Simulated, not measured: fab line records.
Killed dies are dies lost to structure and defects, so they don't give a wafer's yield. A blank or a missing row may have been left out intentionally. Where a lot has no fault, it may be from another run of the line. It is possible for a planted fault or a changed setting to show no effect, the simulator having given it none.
Comparing a struck lot with a sound one / flow nand-harc / 14 out of 1159 route steps
Sound: these wafers, L777.2, L777.5, L777.6. Struck: wafer L784.3 (left out: L784.1, a lot-mate that was not struck); the cause follows at the end.
Per side, at each step with rows, come the tool, then ch with its chambers, and then its first start. Under that, the readings that differ: sound wafers / struck wafers / difference of the means / sigmas: that difference in standard deviations of wafers without a fault.
alike: same words and numbers on both sides, and readings whose means sit less than 2 such deviations apart. not compared: any withheld reading, any reading some wafer has no value for, any bound like >300 that may hide the same value, and any number with overlapping values for which the record gives no deviation.
Wherever a step has rows on one side only, a row that says differs or no value, or a row with sigmas, the two part there. Numbers that have no deviation but don't overlap get no sigmas and don't part them. Lack of a reading on every wafer of one side parts them only where that side has two or more wafers.

first, 4 steps without rows for these wafers: NHARC_A_WL_FILL_STRIP_28 (strips in post etch residue remover, time 1200 s); NHARC_A_WL_FILL_PRECLEAN_06 (cleans in DIW, time 300 s); NHARC_A_WL_FILL_SRD_07; NHARC_A_WL_FILL_ANNEAL_08 (time 1800 s).
NHARC_A_WL_FILL_ALD_10: deposits SiO2, target thk 50 nm, pulse time 10 s, ald cycles 500.
  sound on ald-hk-04 ch 1,2, day 17 06:40; struck on ald-hk-03 ch 1, day 19 17:53
  alike: heater-power-w, precursor-pulse-height-rel
NHARC_A_WL_FILL_ETCHBACK_16: etches the open film in C4F8/O2/Ar, target depth 88 nm, time 17.6 s.
  sound on rie-diel-12 ch 1,2; struck on rie-diel-08 ch 3
  alike: oes-product-au, rf-fwd-power-W, rf-vpp-V, run-length-s
  not compared: rf-hours-counter-h
NHARC_A_WL_FILL_STRIP_29: strips in O2, time 20 s.
  sound on rie-diel-12 ch 0,2,3, day 17 11:24; struck on rie-diel-08 ch 3, day 19 21:04
reading=o2-flow-sccm (sccm); sound=499.4 497.9 502.0; struck=496.7; difference=-3.1; sigmas=-2
  alike: drypump-motor-current-A, oes-product-au, rf-vpp-V, showerhead-plenum-p-Torr, throttle-valve-pct
  not compared: rf-hours-counter-h
NHARC_A_WL_FILL_ETCHBACK_17: etches the open film in Cl2/BCl3, target depth 4 nm, time 26.7 s.
  sound on rie-metal-03 ch 0,1, day 17 11:28; struck on rie-metal-01 ch 1, day 19 21:09
  alike: drypump-motor-current-A, he-backside-leak-sccm, oes-product-au, run-length-s
  not compared: rf-hours-counter-h
then, 3 steps without rows for these wafers: NHARC_A_WL_FILL_PRECLEAN_18 (cleans in dHF, time 30 s); NHARC_A_WL_FILL_SRD_21; NHARC_A_WL_FILL_CVD_23 (deposits poly-Si, target thk 40 nm, time 800 s).
NHARC_A_WL_FILL_ETCHBACK_26: etches the open film in HBr, target depth 52 nm, time 13.3 s.
  sound on rie-si-06 ch 1,2, day 17 16:41; struck on rie-si-06 ch 0, day 20 02:20
reading=run-length-s (s); sound=35.1 34.5 34.3; struck=30.8; difference=-3.8; sigmas=-10
  alike: drypump-motor-current-A, he-backside-leak-sccm, oes-product-au, throttle-valve-pct
  not compared: rf-fwd-power-W, rf-hours-counter-h
then, 2 steps without rows for these wafers: NHARC_A_WL_FILL_PRECLEAN_30 (cleans in dHF, time 10 s); NHARC_END_SORT_01.

== WHERE THEY PART ==
At NHARC_A_WL_FILL_STRIP_29 first; at NHARC_A_WL_FILL_ETCHBACK_26 last (within this record only).

WHY: whatever the simulator had introduced
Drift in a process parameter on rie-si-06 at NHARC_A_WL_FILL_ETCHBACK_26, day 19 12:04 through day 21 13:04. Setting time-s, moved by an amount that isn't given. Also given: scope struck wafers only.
